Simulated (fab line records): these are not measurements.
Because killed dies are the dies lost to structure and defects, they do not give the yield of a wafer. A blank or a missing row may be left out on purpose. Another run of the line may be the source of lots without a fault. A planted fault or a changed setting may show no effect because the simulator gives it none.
Chamber matching -- flow n5 finfet -- N5_BEOL_M4_STRIP_19 on rie diel-02 has 4 sister chambers
The step strips in O2. 24 wafers are shown with their chamber, then 12 later ones without.

== EACH WAFER AND ITS CHAMBER ==
wafer,chamber,showerhead plenum p Torr (Torr),drypump motor current A (A),oes product au (a.u.)
L075.1,0,2.24,5.5,0.90
L075.2,2,2.15,5.8,0.91
L075.4,0,2.24,5.5,0.90
L078.1,3,2.05,6.1,1.00
L078.3,1,2.03,6.3,0.78
L078.5,2,2.14,5.8,0.91
L079.1,1,2.03,6.3,0.78
L079.2,0,2.24,5.6,0.89
L079.4,2,2.14,5.8,0.91
L082.1,3,2.04,6.1,0.95
L082.4,1,2.03,6.3,0.77
L082.6,1,2.03,6.4,0.78
L084.1,2,2.14,5.8,0.88
L084.2,0,2.23,5.6,0.88
L084.3,3,2.04,6.1,0.95
L088.3,0,2.23,5.5,0.86
L088.4,2,2.13,5.8,0.85
L088.6,2,2.13,5.8,0.86
L089.1,1,2.02,6.3,0.76
L089.3,3,2.04,6.1,0.91
L089.4,0,2.23,5.5,0.86
L092.1,0,2.23,5.5,0.84
L092.2,2,2.13,5.7,0.85
L092.5,1,2.02,6.3,0.75

SIGNATURES (means of the wafers above)
reading,chamber 0,chamber 1,chamber 2,chamber 3,scatter within a chamber
showerhead plenum p Torr,2.2343,2.0267,2.1371,2.0425,0.00601
drypump motor current A,5.529,6.317,5.786,6.100,0.0395
oes product au,0.8757,0.7700,0.8814,0.9525,0.0254
Rule: a wafer lies at a distance from a chamber equal to the root of the sum of squares, over the readings, of (its reading less the chamber's mean, divided by the reading's scatter). If the next closest chamber is less than 2 further off than the closest, the wafer can't be placed; otherwise it belongs to the closest. The scatter: take each reading less its chamber's mean, square it, sum over the shown wafers, divide by the number of wafers less the number of chambers, and take the root.

== WAFERS WITHOUT THEIR CHAMBER ==
wafer,showerhead plenum p Torr (Torr),drypump motor current A (A),oes product au (a.u.)
L091.1,2.03,6.1,0.89
L091.4,2.13,5.8,0.84
L091.5,2.02,6.3,0.75
L093.1,2.03,6.1,0.90
L093.3,2.23,5.5,0.84
L093.4,2.13,5.8,0.84
L094.2,2.22,5.5,0.84
L094.3,2.13,5.8,0.84
L094.6,2.02,6.3,0.75
L096.1,2.02,6.3,0.74
L096.4,2.22,5.5,0.82
L096.5,2.02,6.3,0.74

== WHICH CHAMBER EACH ONE RAN IN ==
wafer,from the rows above,in truth
L091.1,3,3
L091.4,2,2
L091.5,1,1
L093.1,3,3
L093.3,0,0
L093.4,2,2
L094.2,0,0
L094.3,2,2
L094.6,1,1
L096.1,1,1
L096.4,0,0
L096.5,1,1
Correctly placed: 12 of 12. From these rows, 0 cannot be placed. Placed wrongly: 0.
